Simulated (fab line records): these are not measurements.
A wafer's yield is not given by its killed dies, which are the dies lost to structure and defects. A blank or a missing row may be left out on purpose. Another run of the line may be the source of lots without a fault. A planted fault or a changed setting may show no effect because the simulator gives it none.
Matching of chambers | flow n5Finfet | 4 sister chambers for N5_HKMG_FIN_ALD_91 on aldMetal-02
The step deposits TiN, target thk 1 nm, pulse time 1 s, purge time 3 s. 18 wafers are shown with their chamber, then 9 later ones without.

== WAFERS, EACH WITH ITS CHAMBER ==
wafer  | chamber | heaterPowerW (W) | precursorPulseHeightRel
L076.2 | 2       | 861              | 0.976
L076.3 | 1       | 924              | 1.012
L076.5 | 2       | 893              | 1.023
L077.1 | 1       | 948              | 1.020
L077.2 | 0       | 830              | 0.997
L077.5 | 1       | 935              | 0.987
L080.2 | 2       | 847              | 1.000
L080.5 | 2       | 870              | 1.020
L080.6 | 3       | 883              | 0.964
L082.1 | 2       | 843              | 1.013
L082.3 | 3       | 891              | 1.034
L082.5 | 0       | 830              | 1.003
L086.3 | 3       | 883              | 0.994
L086.4 | 2       | 854              | 0.996
L086.5 | 0       | 812              | 1.028
L087.3 | 0       | 790              | 1.037
L087.4 | 1       | 951              | 1.007
L087.5 | 1       | 971              | 0.994

SIGNATURES, as means of the wafers listed above
reading                 | chamber 0 | chamber 1 | chamber 2 | chamber 3 | scatter within a chamber
heaterPowerW            | 815.50    | 945.80    | 861.33    | 885.67    | 17
precursorPulseHeightRel | 1.01625   | 1.00400   | 1.00467   | 0.99733   | 0.0205
Rule: distance of a wafer from a chamber = root of the sum over the readings of ((wafer's reading minus chamber's mean) / reading's scatter) squared. The wafer belongs to the nearest chamber; if the next one is less than 2 further off, it can't be placed. The scatter: the root of (the sum of the squares of (reading less its chamber's mean) over the shown wafers, divided by (wafers less chambers)).

== WAFERS WITH NO CHAMBER GIVEN ==
wafer  | heaterPowerW (W) | precursorPulseHeightRel
L088.2 | 805              | 0.990
L088.4 | 887              | 0.976
L088.5 | 875              | 1.018
L090.3 | 865              | 1.003
L090.4 | 970              | 0.958
L090.5 | 979              | 0.962
L093.2 | 846              | 1.000
L093.3 | 970              | 0.995
L093.4 | 891              | 0.992

== WHICH CHAMBER EACH ONE RAN IN ==
wafer  | from the rows above          | in truth
L088.2 | can't be placed: 0 or 2      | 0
L088.4 | can't be placed: 3 or 2      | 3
L088.5 | can't be placed: 2 or 3      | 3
L090.3 | can't be placed: 2 or 3      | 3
L090.4 | 1                            | 1
L090.5 | 1                            | 1
L093.2 | can't be placed: 2 or 0 or 3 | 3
L093.3 | 1                            | 1
L093.4 | can't be placed: 3 or 2      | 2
Correctly placed: 3 of 9. Not placeable from these rows: 6 (in 6, the candidates include the true chamber). Wrongly placed: 0.
